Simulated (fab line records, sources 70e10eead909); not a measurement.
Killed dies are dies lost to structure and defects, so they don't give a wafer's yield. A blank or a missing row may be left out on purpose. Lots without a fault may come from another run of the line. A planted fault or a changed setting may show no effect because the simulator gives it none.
A struck lot beside a sound one | flow nand_harc | 19 steps out of a route of 1302
Sound: wafers L100.2, L100.3, L100.6. Struck: wafers L997.2, L997.4, L997.6. The cause comes at the end.
At each step with rows: each side's tool, then ch and its chambers, then its first start. Under that, the readings that differ: sound wafers | struck wafers | difference of the means | sigmas: that difference in standard deviations of wafers without a fault.
alike: readings whose means differ by less than 2 such deviations, and words and numbers that are the same on both sides. not compared: withheld readings, readings that some wafer has no value for, bounds like >300 that may hide the same value, and numbers for which the record gives no deviation and whose values overlap.
The two part at a step that has a row with sigmas, a row that says differs or no value, or rows on one side only. Numbers that don't overlap but have no deviation are shown without sigmas and don't part them. A reading that every wafer of one side lacks parts them only if that side has two wafers or more.

NHARC_P_GATE_ALD_36: deposits SiNx, target thk 20 nm, pulse time 60 s, ald cycles 223.
  sound on ald_sin-01 ch 2,3, day 12 13:39; struck on ald_sin-01 ch 2,3, day 11 02:53
  alike: heater_power_w, precursor_pulse_height_rel, susceptor_temp_C
NHARC_P_GATE_ETCHBACK_37: etches the open film in CHF3/O2, target depth 34.5 nm, time 17.2 s.
  sound on rie_diel-10 ch 0,2; struck on rie_diel-09 ch 0,2,3
  alike: drypump_motor_current_A, oes_product_au, rf_vpp_V, showerhead_plenum_p_Torr, throttle_valve_pct
  not compared: rf_hours_counter_h
NHARC_P_GATE_STRIP_101: strips in O2, time 20 s.
  sound on rie_diel-10 ch 0,1,3, day 13 01:26; struck on rie_diel-09 ch 0,2, day 11 14:43
  alike: drypump_motor_current_A, oes_product_au, rf_vpp_V, showerhead_plenum_p_Torr, throttle_valve_pct
  not compared: rf_hours_counter_h
then, 9 steps without rows for these wafers: NHARC_P_GATE_PRECLEAN_97 (cleans in SPM, time 600 s); NHARC_P_GATE_SRD_98; NHARC_P_GATE_PRECLEAN_99 (cleans in SC1); NHARC_P_GATE_SRD_100; NHARC_P_GATE_DEHYDRATE_38 (time 120 s); NHARC_P_GATE_HMDS_39 (time 30 s); NHARC_P_GATE_COAT_40; NHARC_P_GATE_SOFTBAKE_41 (time 95 s); NHARC_P_GATE_EBR_42.
NHARC_P_GATE_EXPOSE_43: exposes mask P NSD, target cd 720 nm.
  sound on krf_scanner-04 ch 0, day 13 02:05; struck on krf_scanner-01 ch 0, day 11 15:22
  alike: mask, focus_offset_nm
then, 2 steps without rows for these wafers: NHARC_P_GATE_PEB_44 (peb time 85 s); NHARC_P_GATE_DEVELOP_45 (time 70 s).
NHARC_P_GATE_CD_MEAS_46: target cd 720 nm.
  sound on cd_sem-03 ch 0, day 13 02:15; struck on cd_sem-03 ch 0, day 11 15:31
  reading    | sound             | struck            | difference | sigmas
  cd_nm (nm) | 721.5 721.2 721.1 | 777.1 790.2 807.1 | +70.2      | +37
then, 1 step without rows for these wafers: NHARC_P_GATE_HARDBAKE_47 (time 80 s).
NHARC_P_GATE_DESCUM_48: chemistry O2, time 3 s.
  sound on rie_diel-09 ch 0,1, day 13 02:26; struck on rie_diel-10 ch 0,1,3, day 11 15:41
  reading                 | sound             | struck            | difference | sigmas
  model.P_GATE.cd_nm (nm) | 722.3 721.9 721.5 | 777.3 790.2 807.1 | +69.6      |
  alike: drypump_motor_current_A, oes_product_au, rf_vpp_V, showerhead_plenum_p_Torr, throttle_valve_pct
  not compared: rf_hours_counter_h
then, 1 step without rows for these wafers: NHARC_P_GATE_IMPLANT_49.

WHERE THEY PART
Only at NHARC_P_GATE_CD_MEAS_46, within this record. Later steps at which nothing parts them and some readings are alike: NHARC_P_GATE_DESCUM_48.

WHY: what the simulator had put in
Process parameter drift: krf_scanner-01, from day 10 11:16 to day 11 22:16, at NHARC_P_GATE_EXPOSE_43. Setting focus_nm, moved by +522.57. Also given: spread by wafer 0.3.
